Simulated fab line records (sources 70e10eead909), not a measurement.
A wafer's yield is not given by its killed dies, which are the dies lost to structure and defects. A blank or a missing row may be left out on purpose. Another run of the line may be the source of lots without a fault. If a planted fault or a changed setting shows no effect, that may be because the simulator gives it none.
Matching of chambers	flow nandHarc	3 sister chambers for NHARC_A_STAIRCASE_DEP_280 on pecvd-01
The step deposits SiON, target thk 30 nm. 6 wafers are shown with their chamber, then 9 later ones without.

== WAFERS PAIRED WITH THEIR CHAMBERS ==
wafer	chamber	heaterPowerW (W)	susceptorTempC (C)
L082.1	1	726	400.02
L082.4	0	617	400.12
L082.6	1	574	399.94
L087.2	2	628	399.91
L087.4	0	698	399.79
L087.6	2	620	399.91

== WAFERS MISSING THEIR CHAMBER ==
wafer	heaterPowerW (W)	susceptorTempC (C)
L088.2	707	399.91
L088.5	722	399.67
L088.6	627	400.20
L096.2	588	399.87
L096.5	672	400.31
L096.6	611	400.31
L097.1	700	399.80
L097.2	643	399.70
L097.5	715	399.49

== WHICH CHAMBER EACH WENT THROUGH ==
wafer	from the rows above	in truth
L088.2	can't be placed: 0 or 1 or 2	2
L088.5	can't be placed: 2 or 0 or 1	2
L088.6	can't be placed: 1 or 0 or 2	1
L096.2	can't be placed: 2 or 0 or 1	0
L096.5	can't be placed: 1 or 0 or 2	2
L096.6	can't be placed: 1 or 0 or 2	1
L097.1	can't be placed: 0 or 2 or 1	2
L097.2	can't be placed: 2 or 0 or 1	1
L097.5	can't be placed: 2 or 0 or 1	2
Correctly placed: 0 of 9. Unplaceable from these rows: 9, with the true chamber sitting among the candidates in 9. Placed wrongly: 0.
How it was worked out, from the rows above alone: a wafer's distance from a chamber is the root of the sum, over the readings, of the square of ((its reading less the chamber's mean) divided by the reading's scatter). The wafer belongs to the nearest chamber; if the next one is less than 2 further off, it can't be placed. For every chamber, the mean is computed from those of its wafers that are shown. The scatter: the root of (the sum of the squares of (reading less its chamber's mean) over the shown wafers, divided by (wafers less chambers)).
